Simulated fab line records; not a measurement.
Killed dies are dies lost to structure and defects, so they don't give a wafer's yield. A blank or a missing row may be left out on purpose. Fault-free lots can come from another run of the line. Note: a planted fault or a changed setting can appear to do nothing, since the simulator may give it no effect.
fab line records    flow n5-finfet
[record] lots = 5  wafers = 15  last-day = 18
route steps=1938 shown BEOL_M15@1801 PASSIVATION@1936
lots untouched by any fault: they come from a run of this same line in which no faults occurred
start-h: start of the lot's first displayed wafer, in hours after the record's first day    wait-h: hours elapsed since this lot's preceding step    " unchanged from the row above    L1.1+2: several wafers, shown together as one row    - no value, or no start was given    * or withheld: withheld    < > ~ a bound
route shown NAME@n: names a module that has steps shown in the file, with the first one's number in the route    usual: mean and standard deviation over wafers with no fault    same: alike in all rows    chamber/n: place in a boat    sites: the reading at each site    _std_site: standard deviation of those values    _edge_site: mean of outer sites minus mean of inner sites    radius-mm: how far each site lies from the wafer's centre    mask NAME#n: copy n    behind: the tool/chamber that last shaped the wafer    hold: what put the lot on hold/how long, in hours/how the hold closed    device: the transistor (n, p or np) that didn't switch    end of line: tests run on the same wafers once the route is complete    step lacking rows: just its recipe    killed: dies lost to structure and defects at the first sort, not the wafer's yield    map: dies across one wafer; x = killed, . = not, _ = none there
set.NAME: the setting that was run; set.NAME@STEP: the one run at that earlier step    model.NAME: the simulator's own value behind a step, which no gauge read
lots at selected steps of the route; one table per step, one row per wafer
services: when a tool's chamber went out of use (start-h, in hours from the record's first day, below 0 if earlier), for how many hours, and the reason
[[steps]]
[step N5_BEOL_M15_PEB_26]
[recipe] peb-temp-c = 130  peb-time-s = 90
[step N5_BEOL_M15_DEVELOP_27]
[recipe] develop-time-s = 45  rinse-liquid = diw  dry = air-spin  dev-temp-c = 21
[step N5_BEOL_M15_HARDBAKE_32]
[recipe] temp-c = 130  time-s = 120
[step N5_BEOL_M15_CD_MEAS_28]
[recipe] target-cd-nm = 407.6  landing-energy-ev = 500  detector = se-inlens
[usual] cd-nm = 407.8/1.8
lot.wafer  tool       chamber  start-h  wait-h  cd-nm
L895.1     cd-sem-01  0        275.45   -       410.6
L895.4     "          0        "        "       407.6
L895.5     "          0        "        "       407.6
L896.3     cd-sem-01  0        275.50   -       406.1
L896.5     "          0        "        "       407.1
L896.6     "          0        "        "       406.8
L901.1     cd-sem-01  0        306.50   -       410.8
L901.4     "          0        "        "       409.4
L901.5     "          0        "        "       411.1
L915.2     cd-sem-02  0        396.20   -       406.9
L915.3     "          0        "        "       406.3
L915.6     "          0        "        "       408.1
L916.2     cd-sem-01  0        412.16   -       406.6
L916.3     "          0        "        "       406.9
L916.5     "          0        "        "       405.0
[step N5_BEOL_M15_OVL_MEAS_29]
[recipe] points-per-wafer = 44
[usual] M15_OVL = -6/6.1
lot.wafer  tool        chamber  start-h  wait-h  M15_OVL[nm]
L895.1     overlay-01  0        275.48   0.0     2
L895.4     "           0        "        "       3
L895.5     "           0        "        "       6
L896.3     overlay-01  0        275.53   0.0     -8
L896.5     "           0        "        "       -6
L896.6     "           0        "        "       -1
L901.1     overlay-02  0        306.53   0.0     -7
L901.4     "           0        "        "       -4
L901.5     "           0        "        "       -7
L915.2     overlay-01  0        396.23   0.0     3
L915.3     "           0        "        "       0
L915.6     "           0        "        "       7
L916.2     overlay-02  0        412.19   0.0     1
L916.3     "           0        "        "       3
L916.5     "           0        "        "       0
[step N5_BEOL_M15_INSPECT_30]
[recipe] mode = adi  inspect-instrument = macro
[usual] raw-defect-count = 2.0/1.6
lot.wafer  tool               chamber  start-h  wait-h  raw-defect-count
L895.1     defect-inspect-02  -        275.50   0.0     1
L895.4     "                  -        "        "       1
L895.5     "                  -        "        "       2
L896.3     defect-inspect-02  -        275.56   0.0     1
L896.5     "                  -        "        "       1
L896.6     "                  -        "        "       2
L901.1     defect-inspect-02  -        306.56   0.0     2
L901.4     "                  -        "        "       1
L901.5     "                  -        "        "       5
L915.2     defect-inspect-01  -        396.25   0.0     5
L915.3     "                  -        "        "       2
L915.6     "                  -        "        "       2
L916.2     defect-inspect-02  -        412.22   0.0     2
L916.3     "                  -        "        "       3
L916.5     "                  -        "        "       2
[step N5_BEOL_M15_DESCUM_33]
[recipe] chemistry = O2  time-s = 7.9  source-power-w = 50  bias-power-w = 20  pressure-mtorr = 20  rf-frequency-hz = 2.712e+07  temp-c = 40  o2-flow-sccm = 225
[usual] drypump-motor-current-A = 5.8/0.54  oes-product-au = 0.79/0.082  rf-vpp-V = 243.5/1.3  showerhead-plenum-p-Torr = 2.11/0.067  throttle-valve-pct = 20.4/0.35
lot.wafer  tool         chamber  start-h  wait-h  drypump-motor-current-A  oes-product-au  rf-hours-counter-h  rf-vpp-V  showerhead-plenum-p-Torr  throttle-valve-pct
L895.1     rie-diel-03  0        276.64   1.1     5.9                      0.74            189                 242.6     2.08                      20.5
L895.4     "            2        "        "       5.0                      0.77            130                 242.5     2.11                      20.7
L895.5     "            2        "        "       5.0                      0.77            -                   242.3     2.11                      20.7
L896.3     rie-diel-02  3        276.66   1.1     6.6                      0.88            58                  245.8     2.21                      20.3
L896.5     "            2        "        "       6.6                      0.86            -                   244.6     2.11                      19.8
L896.6     "            1        "        "       5.4                      0.83            -                   244.9     2.09                      20.0
L901.1     rie-diel-03  2        306.62   0.1     5.0                      0.77            140                 243.9     2.10                      20.7
L901.4     "            3        "        "       5.7                      0.82            71                  245.4     2.22                      20.3
L901.5     "            3        "        "       5.7                      0.83            -                   244.8     2.21                      20.3
L915.2     rie-diel-03  2        396.29   0.0     5.0                      0.74            167                 244.8     2.09                      20.7
L915.3     "            1        "        "       6.0                      0.70            235                 242.1     1.98                      20.7
L915.6     "            0        "        "       5.9                      0.70            -                   241.8     2.07                      20.5
L916.2     rie-diel-02  1        412.25   0.0     5.4                      0.75            139                 242.6     2.07                      20.0
L916.3     "            3        "        "       6.6                      0.82            100                 244.3     2.19                      20.4
L916.5     "            3        "        "       6.6                      0.82            -                   244.8     2.19                      20.4
[step N5_BEOL_M15_ETCH_61]
[recipe] chemistry = N2/H2  target = BARC  target-depth-a = 890  overetch-a = 267  time-s = 67.9  ion-energy-ev = 200  pressure-mtorr = 30  source-w = 840  bias-w = 150  n2-flow-sccm = 200  h2-flow-sccm = 200
[usual] drypump-motor-current-A = 5.8/0.54  h2-flow-sccm = 200.0/0.62  oes-product-au = 0.67/0.067  rf-vpp-V = 524.6/2.4  showerhead-plenum-p-Torr = 2.56/0.085  throttle-valve-pct = 17.85/0.23
lot.wafer  tool         chamber  start-h  wait-h  drypump-motor-current-A  h2-flow-sccm  oes-product-au  rf-hours-counter-h  rf-vpp-V  showerhead-plenum-p-Torr  throttle-valve-pct
L895.1     rie-diel-03  0        276.67   0.0     5.9                      199.4         0.63            189                 521.7     2.53                      17.99
L895.4     "            2        "        "       5.0                      199.0         0.67            130                 526.1     2.54                      17.91
L895.5     "            2        "        "       5.0                      199.9         0.67            -                   524.3     2.54                      17.91
L896.3     rie-diel-02  3        276.70   0.0     6.6                      199.6         0.74            58                  527.7     2.70                      17.78
L896.5     "            2        "        "       6.6                      199.7         0.73            -                   524.1     2.60                      17.60
L896.6     "            1        "        "       5.4                      199.9         0.69            -                   525.9     2.57                      17.56
L901.1     rie-diel-03  2        306.66   0.0     5.0                      200.3         0.66            140                 522.3     2.53                      17.92
L901.4     "            3        "        "       5.6                      199.7         0.72            71                  527.8     2.68                      17.65
L901.5     "            3        "        "       5.7                      199.6         0.71            -                   528.4     2.68                      17.65
L915.2     rie-diel-03  2        396.32   0.0     5.1                      199.2         0.65            167                 523.1     2.52                      17.95
L915.3     "            1        "        "       6.0                      199.6         0.60            235                 519.3     2.39                      18.07
L915.6     "            0        "        "       5.9                      201.7         0.61            -                   523.5     2.51                      18.04
L916.2     rie-diel-02  1        412.28   0.0     5.4                      200.1         0.64            139                 524.6     2.55                      17.64
L916.3     "            3        "        "       6.6                      199.0         0.69            100                 527.9     2.68                      17.87
L916.5     "            3        "        "       6.6                      199.8         0.69            -                   527.5     2.68                      17.84
[step N5_BEOL_M15_TRENCH_ETCH_34]
[recipe] chemistry = C4F8/O2/Ar  target = SiO2  target-depth-a = 8729.3  he-inner-torr = 15  he-outer-torr = 30  time-s = 199  ion-energy-ev = 800  pressure-mtorr = 20  source-w = 1905  bias-w = 2040  Ar_flow_sccm = 400  C4F8_flow_sccm = 16  O2_flow_sccm = 12
[usual] drypump-motor-current-A = 5.8/0.54  mfc-ar-sccm = 400.1/1.2  oes-product-au = 0.79/0.083  rf-vpp-V = 2218/40  showerhead-plenum-p-Torr = 3.46/0.1  throttle-valve-pct = 30.9/0.36
lot.wafer  tool         chamber  start-h  wait-h  drypump-motor-current-A  mfc-ar-sccm  oes-product-au  rf-hours-counter-h  rf-vpp-V  showerhead-plenum-p-Torr  throttle-valve-pct
L895.1     rie-diel-03  0        276.73   0.0     5.9                      400.7        0.74            189                 2206      3.43                      30.9
L895.4     "            2        "        "       5.0                      398.8        0.78            130                 2190      3.44                      31.0
L895.5     "            2        "        "       5.0                      401.5        0.76            -                   2190      3.44                      31.0
L896.3     rie-diel-02  3        276.75   0.0     6.5                      403.0        0.86            58                  2249      3.63                      30.8
L896.5     "            2        "        "       6.6                      398.5        0.85            -                   2266      3.49                      30.4
L896.6     "            1        "        "       5.4                      399.8        0.82            -                   2208      3.45                      30.5
L901.1     rie-diel-03  2        306.71   0.0     5.0                      401.7        0.76            140                 2189      3.44                      31.0
L901.4     "            3        "        "       5.6                      399.4        0.83            71                  2167      3.63                      30.9
L901.5     "            3        "        "       5.7                      401.3        0.83            -                   2165      3.63                      30.9
L915.2     rie-diel-03  2        396.37   0.0     5.0                      399.1        0.73            167                 2188      3.42                      31.0
L915.3     "            1        "        "       6.0                      399.0        0.70            235                 2136      3.26                      31.0
L915.6     "            0        "        "       5.9                      398.6        0.70            -                   2205      3.41                      31.0
L916.2     rie-diel-02  1        412.34   0.0     5.4                      400.9        0.76            139                 2205      3.43                      30.5
L916.3     "            3        "        "       6.6                      399.6        0.81            100                 2245      3.60                      30.8
L916.5     "            3        "        "       6.6                      398.7        0.82            -                   2247      3.60                      30.8
[step N5_BEOL_M15_STRIP_36]
[recipe] chemistry = O2  power-w = 600  temp-c = 60  pressure-mtorr = 30  rf-frequency-hz = 6e+07  bias-power-w = 0  overash-fraction = 0.3  o2-flow-sccm = 225
[usual] chamber-pressure-mTorr = 30.00/0.056  drypump-motor-current-A = 5.8/0.54  oes-product-au = 0.78/0.076  rf-vpp-V = 3.7/1  showerhead-plenum-p-Torr = 2.11/0.066  throttle-valve-pct = 16.6/0.33
lot.wafer  tool         chamber  start-h  wait-h  chamber-pressure-mTorr  drypump-motor-current-A  oes-product-au  rf-hours-counter-h  rf-vpp-V  showerhead-plenum-p-Torr  throttle-valve-pct
L895.1     rie-diel-03  3        278.17   1.3     30.00                   5.6                      0.84            63                  3.9       2.22                      16.4
L895.4     "            2        "        "       29.94                   5.0                      0.78            131                 3.0       2.11                      16.9
L895.5     "            3        "        "       30.02                   5.6                      0.84            -                   4.9       2.22                      16.5
L896.3     rie-diel-02  1        279.43   2.5     30.00                   5.4                      0.82            93                  3.8       2.09                      16.3
L896.5     "            0        "        "       30.06                   5.1                      0.69            -                   4.7       2.06                      17.0
L896.6     "            3        "        "       30.01                   6.5                      0.87            -                   5.5       2.21                      16.5
L901.1     rie-diel-02  3        308.68   1.8     30.05                   6.6                      0.86            69                  4.1       2.21                      16.6
L901.4     "            3        "        "       29.99                   6.6                      0.85            -                   2.2       2.21                      16.6
L901.5     "            1        "        "       29.97                   5.4                      0.79            -                   2.4       2.09                      16.2
L915.2     rie-diel-03  2        400.50   3.9     29.90                   5.0                      0.74            168                 4.9       2.10                      17.0
L915.3     "            0        "        "       30.00                   5.9                      0.72            228                 3.9       2.07                      16.8
L915.6     "            0        "        "       29.98                   5.9                      0.70            -                   4.5       2.07                      16.8
L916.2     rie-diel-03  0        414.50   2.0     30.05                   5.9                      0.70            232                 4.9       2.07                      16.8
L916.3     "            3        "        "       29.91                   5.6                      0.78            104                 3.8       2.21                      16.5
L916.5     "            0        "        "       30.01                   5.9                      0.70            -                   4.9       2.07                      16.8
[step N5_BEOL_M15_STRIP_62]
[recipe] chemistry = O2  power-w = 600  temp-c = 60  pressure-mtorr = 30  rf-frequency-hz = 6e+07  bias-power-w = 0  overash-fraction = 0.3  o2-flow-sccm = 225
[usual] chamber-pressure-mTorr = 30.000/0.029  drypump-motor-current-A = 5.8/0.55  oes-product-au = 0.78/0.075  rf-vpp-V = 3.6/0.48  showerhead-plenum-p-Torr = 2.11/0.066  throttle-valve-pct = 16.6/0.33
lot.wafer  tool         chamber  start-h  wait-h  chamber-pressure-mTorr  drypump-motor-current-A  oes-product-au  rf-hours-counter-h  rf-vpp-V  showerhead-plenum-p-Torr  throttle-valve-pct
L895.1     rie-diel-03  3        -        -       30.000                  5.6                      0.85            63                  3.6       2.22                      16.5
L895.4     "            2        "        "       29.995                  5.0                      0.78            131                 3.6       2.11                      16.9
L895.5     "            3        "        "       30.027                  5.6                      0.84            -                   3.5       2.22                      16.4
L896.3     rie-diel-02  1        -        -       30.037                  5.4                      0.81            93                  3.4       2.09                      16.3
L896.5     "            0        "        "       30.007                  5.1                      0.69            -                   3.8       2.06                      17.1
L896.6     "            3        "        "       30.010                  6.6                      0.88            -                   4.0       2.21                      16.6
L901.1     rie-diel-02  3        -        -       30.025                  6.6                      0.85            69                  4.1       2.21                      16.6
L901.4     "            3        "        "       29.992                  6.5                      0.85            -                   3.5       2.21                      16.6
L901.5     "            1        "        "       29.988                  5.4                      0.79            -                   3.9       2.09                      16.3
L915.2     rie-diel-03  2        -        -       30.045                  5.0                      0.75            168                 2.6       2.10                      17.0
L915.3     "            0        "        "       29.991                  5.9                      0.71            228                 3.2       2.07                      16.8
L915.6     "            0        "        "       29.955                  5.9                      0.71            -                   3.0       2.07                      16.8
L916.2     rie-diel-03  0        -        -       29.982                  5.9                      0.71            232                 3.8       2.07                      16.8
L916.3     "            3        "        "       30.032                  5.7                      0.79            104                 3.1       2.21                      16.5
L916.5     "            0        "        "       29.956                  5.9                      0.70            -                   4.1       2.07                      16.8
[step N5_BEOL_M15_STRIP_37]
[recipe] chemistry = O2  power-w = 600  temp-c = 60  pressure-mtorr = 30  rf-frequency-hz = 6e+07  bias-power-w = 0  overash-fraction = 0.3  o2-flow-sccm = 225
[usual] chamber-pressure-mTorr = 30.00/0.037  drypump-motor-current-A = 5.8/0.54  oes-product-au = 0.78/0.074  rf-vpp-V = 3.6/0.63  showerhead-plenum-p-Torr = 2.11/0.066  throttle-valve-pct = 16.6/0.33
lot.wafer  tool         chamber  start-h  wait-h  chamber-pressure-mTorr  drypump-motor-current-A  oes-product-au  rf-hours-counter-h  rf-vpp-V  showerhead-plenum-p-Torr  throttle-valve-pct
L895.1     rie-diel-03  3        278.25   -       29.99                   5.7                      0.85            63                  3.3       2.22                      16.4
L895.4     "            2        "        "       30.06                   5.0                      0.78            131                 3.8       2.11                      16.9
L895.5     "            3        "        "       30.02                   5.6                      0.84            -                   3.3       2.22                      16.4
L896.3     rie-diel-02  1        279.51   -       29.98                   5.4                      0.81            93                  3.7       2.09                      16.3
L896.5     "            0        "        "       30.01                   5.1                      0.69            -                   3.7       2.06                      17.1
L896.6     "            3        "        "       29.95                   6.6                      0.88            -                   3.6       2.21                      16.6
L901.1     rie-diel-02  3        308.76   -       21.00                   6.5                      0.84            69                  3.4       2.21                      16.6
L901.4     "            3        "        "       20.95                   6.5                      0.85            -                   3.6       2.21                      16.6
L901.5     "            1        "        "       29.99                   5.4                      0.79            -                   3.3       2.09                      16.3
L915.2     rie-diel-03  2        400.58   -       30.01                   5.0                      0.74            168                 3.8       2.10                      17.0
L915.3     "            0        "        "       29.98                   5.9                      0.71            228                 3.2       2.07                      16.8
L915.6     "            0        "        "       29.96                   5.9                      0.70            -                   4.0       2.07                      16.8
L916.2     rie-diel-03  0        414.58   -       30.04                   5.9                      0.71            232                 3.3       2.07                      16.8
L916.3     "            3        "        "       30.01                   5.6                      0.79            104                 4.1       2.21                      16.5
L916.5     "            0        "        "       29.95                   5.9                      0.71            -                   3.3       2.07                      16.8
[step N5_BEOL_M15_ETCH_38]
[recipe] chemistry = CF4/N2  target = SiCN  target-depth-a = 1064  taper-deg = 2  time-s = 120.5  ion-energy-ev = 150  mask-material = SiO2  pressure-mtorr = 40  source-w = 430  bias-w = 70  Ar_flow_sccm = 100  cf4-flow-sccm = 60  n2-flow-sccm = 60
[step N5_PASSIVATION_PROBE_49]
[usual] defect-limited-yield = 90.9/1.5  killed_at_M0_to_M3 = 35/10  killed_at_M4_up = 14/5.2  killed-at-contacts = 13/7.3  killed-at-front-end = 42/12  killed-at-other = 3.4/2.5  killed-dies = 108/18  killed-open = 70/13  killed-short = 35/8  sort_bin_5_function = 5.4/1  sort_bin_6_memory = 3.4/0.71  sort-n-pass = 1072/18  sort-yield-pct = 90.9/1.5
[same] gross-dies = 1180  killed-at-back-side = 0  sort_bin_4_leakage[%] = 0  sort_bin_8_speed[%] = 0
lot.wafer  tool       chamber  start-h  wait-h  defect-limited-yield[%]  killed_at_M0_to_M3  killed_at_M4_up  killed-at-contacts  killed-at-front-end  killed-at-other  killed-dies  killed-open  killed-short  sort_bin_5_function[%]  sort_bin_6_memory[%]  sort-n-pass  sort-yield-pct[%]
L915.2     prober-01  -        417.92   0.1     92.1                     25                  13               2                   47                   6                93           66           27            4.2                     3.1                   1087         92.1
L915.3     prober-01  -        417.97   0.1     89.2                     42                  10               11                  55                   9                127          72           53            6.9                     3.6                   1053         89.2
L915.6     prober-01  -        418.12   0.3     90.0                     34                  19               15                  45                   5                118          74           40            5.3                     4.5                   1062         90.0
// killed by level:class
L915.2 FIN_SAQP:geometric-particle:open=21 BEOL_M2:geometric-particle:open=9 FIN_SAQP:geometric-particle:short=8 STI_FIN_REVEAL:geometric-particle:open=5 DUMMY_GATE:geometric-particle:open=5 PASS1_CAP:geometric-particle:open=5 GATE_CUT:geometric-particle:short=4 BEOL_M0_SAQP:geometric-particle:open=4
L915.3 FIN_SAQP:geometric-particle:short=22 FIN_SAQP:geometric-particle:open=14 BEOL_M2:geometric-particle:open=13 MOL_CONTACT_COAG:geometric-particle:open=10 BEOL_M3:geometric-particle:open=8 STI_FIN_REVEAL:geometric-particle:open=6 BEOL_M0_SAQP:geometric-particle:short=6 PASS1_CAP:geometric-particle:short=5
L915.6 BEOL_M2:geometric-particle:open=16 FIN_SAQP:geometric-particle:short=14 MOL_CONTACT_COAG:geometric-particle:open=13 FIN_SAQP:geometric-particle:open=12 BEOL_M4:geometric-particle:open=7 BEOL_M0_SAQP:geometric-particle:short=7 GATE_CUT:geometric-particle:short=5 STI_FIN_REVEAL:geometric-particle:open=4
[[services]]
tool         chamber  start-h  hours  kind
rie-diel-02  1        266.25   1.6    repair
rie-diel-02  0        307.62   3.9    repair
rie-diel-02  0        333.52   -      clean
rie-diel-02  0        333.52   -      consumable-replace:focus-ring
rie-diel-02  0        333.52   15.5   scheduled-down
rie-diel-02  0        333.52   15.5   vent-cycle
rie-diel-03  3        356.86   1.3    repair
rie-diel-02  -        385.55   2.8    pm
rie-diel-03  1        405.82   16.8   repair
[[key]]
[first-sign] step = N5_BEOL_M15_STRIP_37  reading = chamber-pressure-mTorr  direction = down  sigmas = 99+  usual = *  struck = *
effect none on later readings
met-at N5_BEOL_M15_STRIP_37
struck-wafers L901.1,L901.4
onset-between 279.51 308.76
[fault] kind = process-parameter-drift  tool = rie-diel-02  chamber = 3  onset-h = 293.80  steps = N5_BEOL_M15_STRIP_37  channel = pressure-mtorr  offset = *  shape = step  end-h = 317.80  acts-in = *  stated = *
